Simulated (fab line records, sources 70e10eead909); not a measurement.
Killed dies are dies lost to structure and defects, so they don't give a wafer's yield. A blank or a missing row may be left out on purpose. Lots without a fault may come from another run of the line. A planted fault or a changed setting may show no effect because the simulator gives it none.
A struck lot beside a sound one | flow nand_harc | 17 steps out of a route of 1159
Sound: wafers L297.1, L297.4, L297.5. Struck: wafers L305.2, L305.5. (L305.4 of the same lot was not struck and is left out.) The cause comes at the end.
At each step with rows: each side's tool, then ch and its chambers, then its first start. Under that, the readings that differ: sound wafers | struck wafers | difference of the means | sigmas: that difference in standard deviations of wafers without a fault.
alike: readings whose means differ by less than 2 such deviations, and words and numbers that are the same on both sides. not compared: withheld readings, readings that some wafer has no value for, bounds like >300 that may hide the same value, and numbers for which the record gives no deviation and whose values overlap.
The two part at a step that has a row with sigmas, a row that says differs or no value, or rows on one side only. Numbers that don't overlap but have no deviation are shown without sigmas and don't part them. A reading that every wafer of one side lacks parts them only if that side has two wafers or more.

NHARC_A_M0_OVL_MEAS_10: pitch 160 nm.
  sound on overlay-02, day 19 10:01; struck on overlay-02, day 22 05:16
  reading           | sound          | struck  | difference | sigmas
  overlay_y_nm (nm) | -1.2 -1.8 -1.5 | 2.0 1.7 | +3.4       | +3
  alike: overlay_x_nm
NHARC_A_M0_INSPECT_11:
  sound on defect_inspect-01, day 19 10:04; struck on defect_inspect-02, day 22 05:19
  alike: raw_defect_count
NHARC_A_M0_DESCUM_14: chemistry O2, time 3 s.
  sound on rie_diel-12 ch 1,2,3, day 19 10:08; struck on rie_diel-12 ch 0,3, day 22 05:23
  alike: chamber_pressure_mTorr, drypump_motor_current_A, oes_product_au, rf_vpp_V, showerhead_plenum_p_Torr, throttle_valve_pct
  not compared: rf_hours_counter_h
NHARC_A_M0_ETCH_34: etches the open film in N2/H2, target depth 40 nm, overetch 12 nm, time 43.94 s.
  sound on rie_diel-12 ch 0,1, day 19 10:12; struck on rie_diel-12 ch 0,1, day 22 05:27
  alike: chamber_pressure_mTorr, drypump_motor_current_A, oes_product_au, rf_vpp_V, showerhead_plenum_p_Torr, throttle_valve_pct
  not compared: rf_hours_counter_h
NHARC_A_M0_ETCH_15: etches the open film in C4F8/Ar, target depth 150 nm, overetch 15 nm, time 82.5 s.
  sound on rie_diel-12 ch 0,1,2; struck on rie_diel-12 ch 0,1
  alike: chamber_pressure_mTorr, oes_product_au, rf_vpp_V
  not compared: rf_hours_counter_h
NHARC_A_M0_CD_MEAS_16:
  sound on cd_sem-03, day 19 10:25; struck on cd_sem-03, day 22 05:40
  alike: cd_nm
then, 3 steps without rows for these wafers: NHARC_A_M0_STRIP_18 (strips in N2/H2); NHARC_A_M0_STRIP_19 (strips in post etch residue remover, time 600 s); NHARC_A_M0_DEGAS_28 (time 60 s).
NHARC_A_M0_PRE_CLEAN_29: time 30 s.
  sound on pvd_sputter-02; struck on pvd_sputter-03, day 22 06:23
  alike: heater_power_w
then, 1 step without rows for these wafers: NHARC_A_M0_PVD_20 (deposits TaN, target thk 5 nm, time 8.06 s).
NHARC_A_M0_PVD_21: deposits Cu, target thk 30 nm, time 20.49 s.
  sound on pvd_sputter-02; struck on pvd_sputter-03, day 22 06:41
  reading                | sound          | struck    | difference | sigmas
  throttle_valve_pct (%) | 30.2 31.3 31.2 | 29.7 27.6 | -2.2       | -2
  alike: chamber_pressure_pa
NHARC_A_M0_ECD_22: material Cu, target thk 400 nm.
  sound on ecd_cu-01 ch 0, day 19 11:24; struck on ecd_cu-01 ch 0,1, day 22 07:04
then, 1 step without rows for these wafers: NHARC_A_M0_ANNEAL_30 (time 90 s).
NHARC_A_M0_CMP_23: polishes, t overpolish 20 s, target thk 113.75 nm.
  sound on cmp-04 ch 0,1,3, day 19 12:11; struck on cmp-03 ch 0,3, day 22 07:55
  reading                | sound          | struck    | difference | sigmas
  time_to_endpoint_s (s) | 27.7 28.3 29.1 | 55.1 54.6 | +26.5      | +12
  alike: motor_current_A
NHARC_A_M0_THK_MEAS_24: measures by xrf.
  sound on film_metro-02, day 19 12:26; struck on film_metro-01, day 22 08:14
  alike: thk_nm
NHARC_END_SORT_01:
  the record has rows for the struck wafers here (prober-01 ch 0, day 23 22:23) and none for the sound ones

WHERE THEY PART
First at NHARC_A_M0_OVL_MEAS_10; last, within this record, at NHARC_END_SORT_01.

WHY: what the simulator had put in
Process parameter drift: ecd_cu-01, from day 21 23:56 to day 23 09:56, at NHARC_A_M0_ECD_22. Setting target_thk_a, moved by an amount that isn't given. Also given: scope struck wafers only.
